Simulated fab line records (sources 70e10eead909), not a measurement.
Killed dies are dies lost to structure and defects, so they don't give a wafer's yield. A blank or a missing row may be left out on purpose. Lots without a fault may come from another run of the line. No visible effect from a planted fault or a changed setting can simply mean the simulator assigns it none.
fab line records	flow nand-harc
[record] lots = 13	wafers = 39	last-day = 33
route steps=1302 shown A_CHANNEL_HOLE_D2@607 A_CHANNEL_FILL_D2@627 END@1302
lots that met no fault: from a run of the same line without faults
start-h: the number of hours between the record's first day and the start of the first shown wafer of the lot	wait-h: hours from the lot's prior step to this one	" as in the row above	L1.1+2: several wafers, shown together as one row	- either no value or no given start	* or withheld: withheld	< > ~ a bound
route shown NAME@n: a module of which the file shows steps, and the number in the route of the first	usual: the fault-free wafers' mean and standard deviation	same: alike in all rows	chamber/n: place in a boat	sites: the reading at each site	_std_site: the values' standard deviation	_edge_site: inner sites' mean taken away from outer sites' mean	radius-mm: how far each site lies from the wafer's centre	mask NAME#n: copy n	behind: the most recent tool/chamber to have shaped the wafer	hold: why the lot was held/for how many hours/how that ended	device: the transistor (n, p or np) that didn't switch	end of line: tests of these same wafers at the route's end	a step given without rows: its recipe and nothing more	killed: not the wafer's yield, but the dies lost to structure and defects at the first sort	map: the dies of a wafer, with x for killed, . for not killed, _ for no die there
set.NAME: the setting as run; set.NAME@STEP: as run at that earlier step	model.NAME: the simulator's own value behind a step, which no gauge read
the route's steps for a sample of lots (tables are steps, rows are wafers)
services: the hour from which a tool's chamber was out of use, counted from the record's first day as start-h (under 0 if before that day), plus the number of hours and why
[[steps]]
[step NHARC_A_CHANNEL_HOLE_D2_CD_MEAS_31]
[usual] cd-nm = 89.9/0.9
lot.wafer	tool	chamber	start-h	wait-h	cd-nm
L987.2	cd-sem-02	-	304.01	-	89.6
L987.3	"	-	"	"	89.2
L987.4	"	-	"	"	88.9
L989.1	cd-sem-02	-	324.83	-	90.7
L989.4	"	-	"	"	89.9
L989.5	"	-	"	"	90.5
L990.2	cd-sem-01	-	325.13	-	91.1
L990.3	"	-	"	"	89.5
L990.5	"	-	"	"	90.5
L991.2	cd-sem-02	-	351.33	-	90.1
L991.3	"	-	"	"	90.6
L991.5	"	-	"	"	90.6
L994.1	cd-sem-03	-	375.80	-	90.8
L994.4	"	-	"	"	89.3
L994.6	"	-	"	"	89.1
L993.1	cd-sem-01	-	379.92	-	91.2
L993.2	"	-	"	"	90.0
L993.5	"	-	"	"	91.0
L995.2	cd-sem-02	-	390.80	-	88.6
L995.3	"	-	"	"	89.6
L995.6	"	-	"	"	90.2
L996.1	cd-sem-03	-	406.82	-	89.4
L996.4	"	-	"	"	90.0
L996.5	"	-	"	"	88.3
L997.2	cd-sem-01	-	407.46	-	90.2
L997.5	"	-	"	"	89.5
L997.6	"	-	"	"	87.8
L999.2	cd-sem-02	-	436.59	-	91.6
L999.3	"	-	"	"	88.3
L999.4	"	-	"	"	90.4
L107.1	cd-sem-03	-	503.83	-	91.1
L107.4	"	-	"	"	88.8
L107.5	"	-	"	"	89.0
L108.1	cd-sem-03	-	517.54	-	89.1
L108.5	"	-	"	"	90.7
L108.6	"	-	"	"	89.7
L109.1	cd-sem-01	-	527.23	-	90.7
L109.2	"	-	"	"	92.0
L109.6	"	-	"	"	91.1
[step NHARC_A_CHANNEL_HOLE_D2_XSEM_32]
[recipe] landing-energy-ev = 35000
[usual] bot-cd-nm = 74.5/1	bow-nm = 8.54/0.22	tilt-deg = 0.09/0.033
lot.wafer	tool	chamber	start-h	wait-h	bot-cd-nm	bow-nm	tilt-deg
L987.2	xsem-01	0	304.09	0.1	73.8	8.28	0.09
L987.3	"	0	"	"	74.2	8.32	0.10
L987.4	"	0	"	"	73.5	8.34	0.09
L989.1	xsem-02	0	324.92	0.1	74.8	8.64	0.16
L989.4	"	0	"	"	74.7	8.64	0.16
L989.5	"	0	"	"	74.5	8.58	0.16
L990.2	xsem-01	0	325.21	0.1	75.3	8.81	0.06
L990.3	"	0	"	"	73.7	8.81	0.06
L990.5	"	0	"	"	74.7	8.81	0.06
L991.2	xsem-01	0	351.41	0.1	74.8	8.84	0.07
L991.3	"	0	"	"	75.8	8.74	0.07
L991.5	"	0	"	"	74.8	8.78	0.07
L994.1	xsem-02	0	375.89	0.1	74.6	8.65	0.13
L994.4	"	0	"	"	74.0	8.65	0.13
L994.6	"	0	"	"	73.7	8.77	0.13
L993.1	xsem-02	0	380.01	0.1	75.8	8.27	0.08
L993.2	"	0	"	"	75.0	8.31	0.08
L993.5	"	0	"	"	76.0	8.30	0.08
L995.2	xsem-01	0	390.88	0.1	73.4	8.97	0.09
L995.3	"	0	"	"	74.4	9.02	0.09
L995.6	"	0	"	"	75.2	8.83	0.09
L996.1	xsem-02	0	406.92	0.1	74.2	8.28	0.03
L996.4	"	0	"	"	74.4	8.28	0.03
L996.5	"	0	"	"	73.0	8.28	0.03
L997.2	xsem-01	0	407.55	0.1	75.6	8.49	0.13
L997.5	"	0	"	"	74.2	8.53	0.14
L997.6	"	0	"	"	73.1	8.69	0.14
L999.2	xsem-02	0	436.70	0.1	76.1	8.54	0.11
L999.3	"	0	"	"	72.7	8.51	0.11
L999.4	"	0	"	"	74.4	8.45	0.11
L107.1	xsem-01	0	503.91	0.1	75.6	8.60	0.01
L107.4	"	0	"	"	73.5	8.64	0.01
L107.5	"	0	"	"	74.7	8.60	0.01
L108.1	xsem-01	0	517.63	0.1	72.9	8.88	0.10
L108.5	"	0	"	"	74.9	8.83	0.11
L108.6	"	0	"	"	73.9	8.91	0.11
L109.1	xsem-02	0	527.32	0.1	75.8	8.34	0.08
L109.2	"	0	"	"	76.6	8.26	0.08
L109.6	"	0	"	"	76.0	8.31	0.08
[step NHARC_A_CHANNEL_FILL_D2_ALD_25]
[recipe] target-thk-a = 600	pulse-time-s = 10	ald-cycles = 600	temp-c = 300	material = SiOx
[usual] ald-cycles = 600/0	heater-power-outer-w = 263/16	heater-power-w = 466/37	precursor-pulse-height-rel = 0.998/0.021
lot.wafer	tool	chamber	start-h	wait-h	ald-cycles	heater-power-outer-w	heater-power-w	precursor-pulse-height-rel
L987.4	ald-hk-03	3	341.51	0.7	600	281	543	0.998
L987.2	"	0	"	"	600	248	431	1.005
L987.3	"	1	"	"	600	222	395	1.019
L990.2	ald-hk-02	1	360.66	0.1	600	252	427	0.978
L990.3	"	0	362.52	1.9	600	255	518	1.023
L990.5	"	2	363.76	3.2	600	264	443	1.021
L989.4	ald-hk-01	2	361.28	0.7	600	257	455	1.023
L989.1	"	0	362.51	1.9	600	244	458	1.009
L989.5	"	1	"	"	600	272	508	1.003
L991.2	ald-hk-03	1	388.33	0.7	600	220	390	1.017
L991.3	"	2	"	"	600	252	434	1.048
L991.5	"	0	390.20	2.5	600	251	424	1.044
L994.4	ald-hk-01	0	414.88	0.1	600	246	457	1.013
L994.1	"	2	416.12	1.3	600	263	459	1.009
L994.6	"	1	417.98	3.1	600	274	490	0.977
L993.2	ald-hk-03	1	416.12	1.3	600	239	419	0.958
L993.1	"	2	"	"	600	239	411	0.970
L993.5	"	3	"	"	600	288	545	0.990
L995.3	ald-hk-02	3	427.15	0.0	600	268	470	0.978
L995.2	"	2	429.03	1.9	600	268	431	0.974
L995.6	"	3	"	"	600	265	482	0.996
L997.2	ald-hk-03	2	442.67	0.1	600	236	414	1.009
L997.5	"	2	445.12	2.5	600	240	414	0.968
L997.6	"	3	"	"	600	290	545	0.992
L996.4	ald-hk-02	2	443.58	1.0	600	266	435	0.992
L996.1	"	0	444.83	2.2	600	259	501	1.003
L996.5	"	3	446.70	4.1	600	268	462	1.002
L999.2	ald-hk-02	1	474.86	0.1	615	253	448	0.998
L999.4	"	2	"	"	600	270	441	0.975
L999.3	"	0	476.71	1.9	600	256	499	0.976
L107.1	ald-hk-01	2	541.73	0.1	600	262	467	1.004
L107.4	"	1	543.58	1.9	600	272	491	1.014
L107.5	"	2	"	"	600	262	462	0.976
L108.1	ald-hk-01	0	554.31	0.7	600	246	450	0.990
L108.5	"	3	556.17	2.5	600	284	479	1.006
L108.6	"	0	"	"	600	246	443	1.003
L109.2	ald-hk-01	2	563.10	0.1	600	276	467	0.981
L109.1	"	1	564.94	1.9	600	273	500	1.031
L109.6	"	3	566.17	3.1	600	278	489	1.006
[step NHARC_A_CHANNEL_FILL_D2_CMP_10]
[recipe] target-thk-nm = 150
[usual] motor-current-A = 11.4/0.93	pad-life-wafers = 212/110	time-to-endpoint-s = 14.8/2.2
lot.wafer	tool	chamber	start-h	wait-h	motor-current-A	pad-life-wafers	time-to-endpoint-s
L987.4	cmp-04	3	352.29	0.4	13.3	174	14.7
L987.2	"	1	"	"	11.1	176	13.4
L987.3	"	2	"	"	10.4	177	15.0
L989.4	cmp-02	1	372.73	0.4	11.8	186	12.0
L989.1	"	2	"	"	10.7	187	13.3
L989.5	"	2	"	"	10.8	-	12.5
L990.3	cmp-04	3	372.78	0.4	13.2	272	18.4
L990.2	"	0	"	"	11.2	273	19.2
L990.5	"	1	"	"	11.3	-	15.9
L991.3	cmp-04	2	399.15	0.4	9.9	343	11.9
L991.2	"	0	"	"	10.5	345	11.9
L991.5	"	2	"	"	10.0	-	13.4
L994.1	cmp-02	0	426.19	0.4	11.5	402	9.4
L994.4	"	3	"	"	12.9	405	11.6
L994.6	"	1	"	"	12.3	-	9.5
L993.2	cmp-04	0	426.22	0.4	10.1	49	14.4
L993.1	"	1	"	"	10.8	50	16.3
L993.5	"	0	"	"	11.2	-	15.6
L995.2	cmp-03	0	438.68	0.4	10.1	224	15.6
L995.3	"	1	"	"	12.0	225	18.2
L995.6	"	2	"	"	10.9	-	15.7
L997.2	cmp-03	1	453.97	0.4	11.9	283	16.0
L997.6	"	0	"	"	10.0	-	14.6
L997.5	"	1	"	"	12.1	-	16.5
L996.1	cmp-02	0	453.97	0.4	11.5	91	13.0
L996.4	"	2	"	"	12.0	93	13.4
L996.5	"	3	"	"	12.8	-	12.0
L999.4	cmp-02	0	486.11	0.4	11.0	210	17.7
L999.2	"	1	"	"	12.5	211	17.7
L999.3	"	3	"	"	11.7	213	18.1
L107.1	cmp-02	1	553.20	0.4	12.2	85	13.4
L107.4	"	3	"	"	12.8	87	13.3
L107.5	"	0	"	"	11.5	-	12.4
L108.1	cmp-04	3	565.13	0.4	13.2	276	16.0
L108.6	"	3	"	"	12.5	-	17.3
L108.5	"	0	"	"	10.8	-	15.8
L109.2	cmp-04	3	575.75	0.4	13.5	320	17.2
L109.1	"	0	"	"	11.2	321	14.5
L109.6	"	2	"	"	9.9	-	15.3
[step NHARC_END_SORT_01]
[recipe] temp-c = 25
[usual] killed-at-array = 52/16	killed-at-other = 0.8/1.1	killed-at-periphery = 4.2/2.5	killed-dies = 57/16	killed-open = 3.4/2	killed-short = 2.6/1.6
[same] gross-dies = 677
lot.wafer	tool	chamber	start-h	wait-h	killed-at-array	killed-at-other	killed-at-periphery	killed-dies	killed-open	killed-short
L989.1	prober-02	0	594.66	2.5	45	0	1	46	2	3
L989.4	prober-02	0	597.06	3.4	31	0	5	36	2	6
L989.5	prober-02	0	597.86	3.7	42	0	5	47	0	2
L995.2	prober-01	0	660.67	2.8	33	1	4	38	3	1
L995.3	prober-01	0	661.46	3.1	27	0	7	34	4	2
L995.6	prober-01	0	663.84	4.0	32	1	2	35	3	3
L999.2	prober-01	0	691.54	2.8	48	1	3	52	5	5
L999.3	prober-01	0	692.33	3.1	43	0	6	49	3	1
L999.4	prober-01	0	693.13	3.4	48	0	3	51	1	1
L109.1	prober-02	0	788.64	2.6	51	0	2	53	3	6
L109.2	prober-02	0	789.44	2.8	58	0	2	60	7	3
L109.6	prober-02	0	792.65	4.0	55	0	1	56	5	2
// killed by level:class
L989.1 A_CHANNEL_HOLE_D2:chamber-film-flake=31 A_CHANNEL_FILL_D2:geometric-particle:short=2 A_DECK1_JOINT:chamber-film-flake=2 A_SLIT:chamber-film-flake=2 A_CONTACT:chamber-film-flake=2 A_DECK1_JOINT:geometric-particle:open=1 A_ONON_D2:geometric-particle:short=1 A_CONTACT:geometric-particle:open=1
L989.4 A_CHANNEL_HOLE_D2:chamber-film-flake=21 P_GATE:chamber-film-flake=3 A_CHANNEL_FILL_D2:geometric-particle:short=2 A_CHANNEL_HOLE_D1:chamber-film-flake=2 P_CONTACT:geometric-particle:short=1 P_M0:geometric-particle:short=1 A_SGD_CUT:geometric-particle:short=1 A_SGD_CUT:geometric-particle:open=1
L989.5 A_CHANNEL_HOLE_D2:chamber-film-flake=30 A_CONTACT:chamber-film-flake=4 P_GATE:chamber-film-flake=3 A_CHANNEL_HOLE_D1:chamber-film-flake=2 A_WL_FILL:chamber-film-flake=2 A_CONTACT:unspecified=2 P_CONTACT:geometric-particle:short=1 A_WL_FILL:geometric-particle:short=1
L995.2 A_CHANNEL_HOLE_D2:chamber-film-flake=12 A_STAIRCASE:chamber-film-flake=6 A_WL_FILL:chamber-film-flake=4 A_CHANNEL_HOLE_D1:chamber-film-flake=3 A_SLIT:chamber-film-flake=3 P_M2:chamber-film-flake=2 P_BONDPAD:chamber-film-flake=2 A_DECK1_JOINT:geometric-particle:open=1
L995.3 A_CHANNEL_HOLE_D2:chamber-film-flake=13 A_STAIRCASE:chamber-film-flake=4 A_SLIT:chamber-film-flake=3 P_STI:chamber-film-flake=2 P_BONDPAD:chamber-film-flake=2 P_GATE:geometric-particle:open=1 P_CONTACT:geometric-particle:open=1 A_CHANNEL_FILL_D1:geometric-particle:short=1
L995.6 A_CHANNEL_HOLE_D2:chamber-film-flake=12 A_STAIRCASE:chamber-film-flake=7 A_CHANNEL_FILL_D1:geometric-particle:short=2 P_STI:chamber-film-flake=2 A_SLIT:chamber-film-flake=2 A_CONTACT:chamber-film-flake=2 A_ONON_D1:geometric-particle:open=1 A_WL_FILL:geometric-particle:short=1
L999.2 A_CHANNEL_HOLE_D2:chamber-film-flake=15 A_CONTACT:chamber-film-flake=9 A_STAIRCASE:chamber-film-flake=6 A_SLIT:chamber-film-flake=4 A_WL_FILL:geometric-particle:short=2 A_CHANNEL_HOLE_D1:chamber-film-flake=2 P_GATE:geometric-particle:open=1 A_ONON_D1:geometric-particle:open=1
L999.3 A_CHANNEL_HOLE_D2:chamber-film-flake=16 A_CONTACT:chamber-film-flake=10 A_CHANNEL_HOLE_D1:chamber-film-flake=7 A_SLIT:chamber-film-flake=4 P_ZERO_WELL:chamber-film-flake=3 A_STAIRCASE:chamber-film-flake=2 P_CONTACT:geometric-particle:open=1 P_M0:geometric-particle:open=1
L999.4 A_CHANNEL_HOLE_D2:chamber-film-flake=20 A_CONTACT:chamber-film-flake=9 A_CHANNEL_HOLE_D1:chamber-film-flake=6 A_STAIRCASE:chamber-film-flake=4 P_ZERO_WELL:chamber-film-flake=3 A_SLIT:chamber-film-flake=3 A_WL_FILL:chamber-film-flake=2 A_CHANNEL_FILL_D2:geometric-particle:open=1
L109.1 A_CHANNEL_HOLE_D2:chamber-film-flake=22 A_CONTACT:chamber-film-flake=9 A_SLIT:chamber-film-flake=7 A_ONON_D1:geometric-particle:short=2 A_CHANNEL_HOLE_D1:geometric-particle:short=2 A_WL_FILL:chamber-film-flake=2 P_CONTACT:geometric-particle:short=1 A_DECK1_JOINT:geometric-particle:short=1
L109.2 A_CHANNEL_HOLE_D2:chamber-film-flake=16 A_SLIT:chamber-film-flake=14 A_CONTACT:chamber-film-flake=9 A_STAIRCASE:chamber-film-flake=3 A_WL_FILL:chamber-film-flake=3 A_CHANNEL_FILL_D1:chamber-film-flake=2 P_STI:geometric-particle:open=1 P_CONTACT:geometric-particle:open=1
L109.6 A_CHANNEL_HOLE_D2:chamber-film-flake=26 A_SLIT:chamber-film-flake=11 A_CONTACT:chamber-film-flake=6 A_CHANNEL_HOLE_D1:chamber-film-flake=2 P_M1:geometric-particle:open=1 A_CHANNEL_HOLE_D1:geometric-particle:open=1 A_CHANNEL_FILL_D2:geometric-particle:open=1 A_CHANNEL_FILL_D2:geometric-particle:short=1
[[services]]
tool	chamber	start-h	hours	kind
ald-hk-01	-	296.46	10.0	pm
ald-hk-02	-	298.42	8.6	repair
cmp-03	-	300.79	0.4	repair
cmp-04	-	307.11	4.0	pm
cmp-04	-	314.06	2.3	repair
cmp-02	-	330.51	4.0	pm
ald-hk-02	-	348.35	10.0	pm
xsem-01	-	353.44	1.1	repair
cmp-04	-	355.50	1.8	repair
cmp-04	-	368.41	1.2	repair
xsem-01	-	374.00	14.0	pm
ald-hk-03	-	392.88	2.6	repair
cmp-04	-	405.11	4.0	pm
cmp-02	-	428.51	4.0	pm
cmp-04	-	433.57	9.1	repair
ald-hk-03	-	459.29	0.5	repair
ald-hk-01	-	474.46	10.0	pm
cmp-02	-	475.76	3.7	repair
cmp-02	-	479.82	0.3	repair
cmp-04	-	503.11	4.0	pm
cmp-02	-	510.12	2.3	repair
ald-hk-01	-	520.12	1.7	repair
cmp-02	-	526.51	4.0	pm
ald-hk-03	-	569.45	10.0	pm
[[key]]
[first-sign] step = NHARC_A_CHANNEL_FILL_D2_ALD_25	reading = ald-cycles	direction = up	sigmas = 99+	usual = 600	struck = 615
effect none on later readings
met-at NHARC_A_CHANNEL_FILL_D2_ALD_25
struck-lots L999
struck-wafers L999.2
tester-left-out L999
not-acting-at NHARC_A_CHANNEL_HOLE_D2_CD_MEAS_31,NHARC_A_CHANNEL_HOLE_D2_XSEM_32,NHARC_A_CHANNEL_FILL_D2_CMP_10
onset-between 360.66 474.86
[fault] kind = process-parameter-drift	tool = ald-hk-02	chamber = 1	onset-h = 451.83	steps = NHARC_A_CHANNEL_FILL_D2_ALD_25	channel = ald-cycles	offset = 15	shape = step	end-h = 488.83	acts-in = these-recipes-only	stated = 600
// tester-left-out: of these lots the tester's yield and bins aren't shown, on N5 and GAA mostly nor the transistor test; their killed dies are dies lost to structure and defects alone, not to doping, threshold or leakage, so they don't give the yield
